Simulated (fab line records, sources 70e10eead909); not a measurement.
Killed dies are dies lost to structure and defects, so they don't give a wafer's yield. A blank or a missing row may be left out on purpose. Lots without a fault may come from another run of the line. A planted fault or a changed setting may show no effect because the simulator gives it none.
fab line records | flow nand_harc
record lots=15 wafers=45 last_day=34
route steps=1302 shown A_CHANNEL_HOLE_D1@451
lots that met no fault: from a run of the same line without faults
start_h: hours from the record's first day to the start of the lot's first wafer shown | wait_h: hours since the lot's step before | " the same as in the row above | L1.1+2: a row that stands for several wafers | - no value, or no start given | * or withheld: withheld | < > ~ a bound
route shown NAME@n: a module of which the file shows steps, and the number in the route of the first | usual: mean/standard deviation of fault-free wafers | same: alike in all rows | chamber/n: place in a boat | sites: the reading at each site | _std_site: their standard deviation | _edge_site: outer sites' mean less inner sites' | radius_mm: how far each site lies from the wafer's centre | mask NAME#n: copy n | behind: the tool/chamber that last shaped the wafer | hold: why the lot was held/for how many hours/how that ended | device: the transistor (n, p or np) that didn't switch | end of line: the same wafers' tests at the end of the route | a step without rows: its recipe alone | killed: dies lost to structure and defects at the first sort, not the wafer's yield | map: a wafer's dies, x killed, . not, _ none there
set.NAME: the setting as run; set.NAME@STEP: as run at that earlier step | model.NAME: the simulator's own value behind a step, which no gauge read
steps of the route over a sample of lots; a table a step, a row a wafer
services: from which hour (start_h, from the record's first day; less than 0 if before it) a tool's chamber was out of use, for how many hours, and why
## steps
# step NHARC_A_CHANNEL_HOLE_D1_DEP_01
# recipe target_thk_a=1400 target_thk_nm=140 temp_c=400 pressure_torr=3.5 flow_sccm=200 rf_w=350 material=SiON
# usual heater_power_w=796/66 rf_fwd_power_W=348.2/1.2
# columns lot.wafer tool chamber start_h wait_h heater_power_w rf_fwd_power_W
L891.3 pecvd-04 0 181.41 1.0 639 347.9
L891.1 " 1 " " 816 349.7
L891.2 " 2 " " 770 350.4
L892.2 pecvd-01 2 197.12 1.3 743 349.2
L892.1 " 1 " " 795 348.5
L892.4 " 1 " " 811 348.1
L893.3 pecvd-04 2 199.32 1.0 849 349.8
L893.5 " 1 " " 817 347.9
L893.6 " 2 " " 872 349.3
L894.2 pecvd-03 1 205.71 1.3 690 347.5
L894.1 " 0 " " 752 348.7
L894.3 " 1 " " 697 347.3
L896.4 pecvd-03 1 225.42 0.7 791 350.1
L896.5 " 2 " " 753 347.7
L896.6 " 0 " " 808 348.4
L897.1 pecvd-03 1 234.71 1.6 739 349.6
L897.2 " 2 " " 824 350.9
L897.4 " 2 " " 814 348.6
L904.2 pecvd-03 1 307.07 1.3 727 348.0
L904.3 " 2 " " 827 347.8
L904.4 " 2 " " 838 349.5
L906.1 pecvd-01 1 325.19 1.6 805 349.1
L906.2 " 0 " " 731 349.5
L906.4 " 1 " " 805 348.6
L905.3 pecvd-01 0 325.40 1.0 724 347.5
L905.2 " 2 " " 853 347.4
L905.6 " 0 " " 746 346.4
L909.1 pecvd-01 2 359.32 1.7 852 347.3
L909.6 " 1 " " 757 348.1
L909.5 " 0 " " 805 348.0
L910.3 pecvd-01 0 371.95 1.0 716 349.1
L910.1 " 2 " " 937 345.7
L910.5 " 0 " " 722 348.0
L911.3 pecvd-03 2 387.56 1.0 896 348.6
L911.4 " 0 " " 753 348.0
L911.5 " 1 " " 790 346.4
L912.1 pecvd-03 2 396.43 1.7 921 348.0
L912.4 " 0 " " 792 346.1
L912.5 " 1 " " 877 348.1
L913.3 pecvd-04 1 397.16 1.0 915 349.5
L913.4 " 2 " " 804 348.3
L913.5 " 0 " " 706 347.2
L914.1 pecvd-01 0 406.90 1.6 770 346.6
L914.4 " 0 " " 802 347.4
L914.5 " 2 " " 927 347.8
# step NHARC_A_CHANNEL_HOLE_D1_CD_MEAS_10
# recipe target_cd_nm=100 landing_energy_ev=500
# usual cd_nm=100.2/0.49
# same landing_energy_ev=500
# columns lot.wafer tool chamber start_h wait_h cd_nm
L891.1 cd_sem-02 0 182.13 - 100.1
L891.2 " 0 " " 99.8
L891.3 " 0 " " 99.7
L892.1 cd_sem-03 0 197.72 - 100.1
L892.2 " 0 " " 100.1
L892.4 " 0 " " 100.0
L893.3 cd_sem-03 0 200.02 - 99.4
L893.5 " 0 " " 99.7
L893.6 " 0 " " 99.6
L894.1 cd_sem-02 0 206.51 - 99.2
L894.2 " 0 " " 99.4
L894.3 " 0 " " 100.1
L896.4 cd_sem-01 0 225.94 - 101.3
L896.5 " 0 " " 100.5
L896.6 " 0 " " 101.2
L897.1 cd_sem-02 0 235.43 - 100.0
L897.2 " 0 " " 100.1
L897.4 " 0 " " 100.0
L904.2 cd_sem-03 0 307.76 - 99.8
L904.3 " 0 " " 99.9
L904.4 " 0 " " 99.2
L906.1 cd_sem-01 0 325.78 - 99.9
L906.2 " 0 " " 99.2
L906.4 " 0 " " 100.2
L905.2 cd_sem-02 0 326.13 - 100.3
L905.3 " 0 " " 100.0
L905.6 " 0 " " 100.2
L909.1 cd_sem-02 0 362.46 - 100.0
L909.5 " 0 " " 99.6
L909.6 " 0 " " 99.9
L910.1 cd_sem-03 0 372.67 - 100.5
L910.3 " 0 " " 100.6
L910.5 " 0 " " 101.0
L911.3 cd_sem-01 0 388.11 - 100.6
L911.4 " 0 " " 99.8
L911.5 " 0 " " 100.1
L912.1 cd_sem-03 0 397.09 - 100.5
L912.4 " 0 " " 100.4
L912.5 " 0 " " 100.7
L913.3 cd_sem-02 0 397.71 - 100.6
L913.4 " 0 " " 100.8
L913.5 " 0 " " 100.8
L914.1 cd_sem-01 0 407.63 - 100.6
L914.4 " 0 " " 100.7
L914.5 " 0 " " 100.1
# step NHARC_A_CHANNEL_HOLE_D1_OVL_MEAS_11
# usual overlay_x_nm=0.0/0.76 overlay_y_nm=-0.3/0.97
# columns lot.wafer tool chamber start_h wait_h overlay_x_nm overlay_y_nm
L891.1 overlay-01 - 182.22 - 0.3 -0.1
L891.2 " - " " 0.5 0.2
L891.3 " - " " -0.2 -0.7
L892.1 overlay-01 - 197.81 - 0.0 -0.7
L892.2 " - " " 0.0 -0.4
L892.4 " - " " -0.1 -0.3
L893.3 overlay-02 - 200.11 - 0.7 -1.1
L893.5 " - " " 0.8 -0.8
L893.6 " - " " 0.6 -1.0
L894.1 overlay-01 - 206.60 - -1.5 -0.4
L894.2 " - " " -2.0 -0.2
L894.3 " - " " -1.4 0.3
L896.4 overlay-01 - 226.02 - 0.9 -1.7
L896.5 " - " " 1.5 -1.4
L896.6 " - " " 0.9 -1.5
L897.1 overlay-02 - 235.52 - 0.7 0.1
L897.2 " - " " 0.6 0.6
L897.4 " - " " 0.9 0.0
L904.2 overlay-01 - 307.85 - 1.0 -1.1
L904.3 " - " " 1.3 -0.6
L904.4 " - " " 0.8 -0.5
L906.1 overlay-01 - 325.87 - -0.8 -0.5
L906.2 " - " " -0.5 -0.5
L906.4 " - " " -0.8 -0.4
L905.2 overlay-01 - 326.22 - 0.1 0.6
L905.3 " - " " -0.1 1.8
L905.6 " - " " 0.1 1.5
L909.1 overlay-02 - 362.54 - -0.8 1.3
L909.5 " - " " 0.0 0.4
L909.6 " - " " -0.3 1.2
L910.1 overlay-02 - 372.76 - 1.0 -0.6
L910.3 " - " " 0.3 -1.0
L910.5 " - " " 0.7 -1.0
L911.3 overlay-02 - 388.19 - 0.1 -1.9
L911.4 " - " " 0.3 -2.0
L911.5 " - " " -0.1 -1.5
L912.1 overlay-01 - 397.18 - -0.3 0.5
L912.4 " - " " 0.8 0.9
L912.5 " - " " -0.6 0.5
L913.3 overlay-02 - 397.79 - -0.3 -0.8
L913.4 " - " " 0.1 -0.8
L913.5 " - " " 0.1 -0.5
L914.1 overlay-01 - 407.72 - 1.0 -0.9
L914.4 " - " " 0.9 -0.1
L914.5 " - " " 0.4 -0.5
# step NHARC_A_CHANNEL_HOLE_D1_ETCH_34
# recipe target_depth_a=1540 time_s=77 cf4_flow_sccm=100 chf3_flow_sccm=30 ar_flow_sccm=0 rf_w=500 bias_w=200 chemistry=CF4/CHF3
# usual bias_w=200.0/0.65 cf4_flow_sccm=100.0/0.33 drypump_motor_current_A=5.6/0.41 oes_product_au=0.940/0.025 rf_fwd_power_W=496.0/2 rf_vpp_V=371.0/1.9 showerhead_plenum_p_Torr=1.59/0.053 throttle_valve_pct=16.803/0.009
# columns lot.wafer tool chamber start_h wait_h bias_w cf4_flow_sccm drypump_motor_current_A oes_product_au rf_fwd_power_W rf_hours_counter_h rf_vpp_V showerhead_plenum_p_Torr throttle_valve_pct
L891.3 rie_diel-07 2 182.74 - 200.5 99.7 5.1 0.923 498.7 5 369.5 1.55 16.822
L891.2 " 3 " " 200.6 100.0 5.5 0.918 495.1 5 372.4 1.65 16.796
L891.1 " 0 " " 198.4 100.0 5.3 0.929 495.2 5 369.7 1.56 16.798
L892.2 rie_diel-07 0 198.33 - 200.4 100.2 5.3 0.917 493.1 7 368.6 1.56 16.800
L892.4 " 1 " " 198.3 100.0 5.8 0.925 497.9 6 372.2 1.60 16.800
L892.1 " 3 " " 199.3 100.5 5.5 0.925 494.6 7 372.1 1.64 16.805
L893.3 rie_diel-07 2 200.65 - 199.9 99.8 5.1 0.922 497.1 7 369.5 1.55 16.799
L893.6 " 3 " " 200.4 99.8 5.4 0.927 493.4 - 373.2 1.65 16.815
L893.5 " 0 " " 200.3 99.8 5.3 0.924 495.0 - 371.0 1.56 16.803
L894.3 rie_diel-07 0 207.14 - 202.1 99.8 5.3 0.914 496.0 9 369.3 1.56 16.808
L894.2 " 1 " " 198.7 100.4 5.8 0.920 496.5 8 370.3 1.60 16.811
L894.1 " 2 " " 199.4 100.1 5.1 0.912 497.7 7 369.5 1.55 16.810
L896.4 rie_diel-06 2 226.55 - 200.5 100.2 6.5 0.955 496.3 35 373.5 1.62 16.804
L896.6 " 1 " " 199.1 99.9 6.4 0.986 497.2 - 366.5 1.47 16.794
L896.5 " 2 " " 199.8 100.3 6.5 0.959 496.5 - 370.4 1.62 16.808
L897.4 rie_diel-07 1 236.04 - 199.2 100.2 5.8 0.921 496.4 11 372.1 1.60 16.805
L897.1 " 2 " " 199.6 99.5 5.0 0.909 497.2 11 370.0 1.55 16.793
L897.2 " 0 " " 199.6 100.2 5.3 0.912 494.3 12 369.8 1.56 16.788
L904.3 rie_diel-01 3 308.38 - - - - - - - - - -
L904.4 " 0 " " - - - - - - - - -
L904.2 " 1 " " - - - - - - - - -
L906.2 rie_diel-06 0 326.41 - - - - - - - - - -
L906.1 " 1 " " - - - - - - - - -
L906.4 " 2 " " - - - - - - - - -
L905.2 rie_diel-07 1 326.76 - - - - - - - - - -
L905.3 " 2 " " - - - - - - - - -
L905.6 " 3 " " - - - - - - - - -
L909.1 rie_diel-07 3 363.08 - 199.8 100.3 5.4 0.914 496.6 4 372.3 1.64 16.795
L909.6 " 2 " " 200.5 99.8 5.1 0.925 496.2 - 368.3 1.55 16.787
L909.5 " 3 " " 200.4 100.2 5.5 0.899 494.7 - 373.6 1.64 16.812
L910.3 rie_diel-07 0 373.29 - 200.5 99.7 5.3 0.919 495.7 6 368.9 1.56 16.789
L910.1 " 2 " " 200.2 99.7 5.1 0.931 495.9 6 368.6 1.55 16.798
L910.5 " 1 " " 200.0 99.7 5.8 0.920 498.1 - 370.6 1.60 16.805
L911.3 rie_diel-07 2 388.72 - 199.4 100.2 5.1 0.926 497.8 7 369.2 1.55 16.805
L911.4 " 3 " " 201.6 99.3 5.4 0.906 491.8 6 373.7 1.64 16.810
L911.5 " 3 " " 199.9 99.6 5.5 0.921 491.9 - 373.3 1.64 16.807
L912.1 rie_diel-07 1 397.72 - 199.9 100.5 5.8 0.928 500.2 9 370.2 1.60 16.801
L912.4 " 3 " " 201.7 100.5 5.5 0.923 494.6 8 374.3 1.64 16.802
L912.5 " 1 " " 200.4 100.5 5.9 0.931 498.8 - 371.5 1.60 16.803
L913.3 rie_diel-01 1 398.32 - 199.2 100.1 5.4 0.962 496.1 3 369.6 1.54 16.795
L913.4 " 3 " " 199.8 100.2 5.9 0.986 493.6 3 374.8 1.68 16.784
L913.5 " 1 " " 199.9 99.3 5.4 0.961 496.5 - 369.5 1.54 16.799
L914.1 rie_diel-07 3 408.24 - 201.2 100.4 5.4 0.974 494.6 9 374.2 1.64 16.795
L914.4 " 2 " " 199.4 100.2 5.0 0.984 497.8 10 370.3 1.54 16.797
L914.5 " 0 " " 200.1 99.9 5.3 0.969 496.8 - 370.6 1.55 16.808
## services
# columns tool chamber start_h hours kind
pecvd-04 - 168.95 0.6 repair
rie_diel-07 0 175.25 - clean
rie_diel-07 1 175.25 - clean
rie_diel-07 2 175.25 - clean
pecvd-03 - 185.19 13.0 pm
rie_diel-01 - 203.83 9.0 pm
pecvd-03 2 205.10 8.6 repair
pecvd-01 - 215.37 0.9 repair
pecvd-01 2 245.11 23.0 repair
pecvd-04 - 254.61 0.5 repair
pecvd-04 2 260.98 13.0 repair
rie_diel-06 2 265.23 6.5 repair
pecvd-04 - 269.11 13.0 pm
rie_diel-07 3 283.61 12.9 repair
rie_diel-07 - 294.25 9.0 pm
rie_diel-06 - 307.64 9.0 pm
pecvd-01 - 311.00 13.0 pm
rie_diel-01 3 325.73 9.5 repair
rie_diel-06 2 342.41 6.6 repair
pecvd-04 - 359.34 0.5 repair
pecvd-03 0 363.25 18.7 repair
pecvd-03 - 366.19 13.0 pm
rie_diel-01 - 380.83 9.0 pm
rie_diel-07 - 383.54 0.1 repair
## key
first_sign step=NHARC_A_CHANNEL_HOLE_D1_ETCH_34 reading=tool_record direction=missing
effect none on later readings
met_at NHARC_A_CHANNEL_HOLE_D1_ETCH_34
struck_lots L904,L905,L906
later_rows_left_out L904.2,L904.3,L904.4,L905.2,L905.3,L905.6,L906.1,L906.2,L906.4
sort_left_out L904.2,L904.3,L904.4,L905.2,L905.3,L905.6,L906.1,L906.2,L906.4
tester_left_out L904,L905,L906
not_acting_at NHARC_A_CHANNEL_HOLE_D1_DEP_01,NHARC_A_CHANNEL_HOLE_D1_CD_MEAS_10,NHARC_A_CHANNEL_HOLE_D1_OVL_MEAS_11
onset_between 236.04 308.38
fault kind=skipped_step_whole tool=rie_diel-01,rie_diel-06,rie_diel-07 chamber=- onset_h=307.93 steps=NHARC_A_CHANNEL_HOLE_D1_ETCH_34 scope=struck_lots_only
# tester_left_out: of these lots the tester's yield and bins aren't shown, on N5 and GAA mostly nor the transistor test; their killed dies are dies lost to structure and defects alone, not to doping, threshold or leakage, so they don't give the yield
# sort_left_out: the simulated sort isn't trusted on such a fault, so these wafers' sort isn't shown, and their yield isn't known
# later_rows_left_out: the simulator's readings of these wafers behind a module that went badly wrong aren't trusted and aren't shown, but for the sort
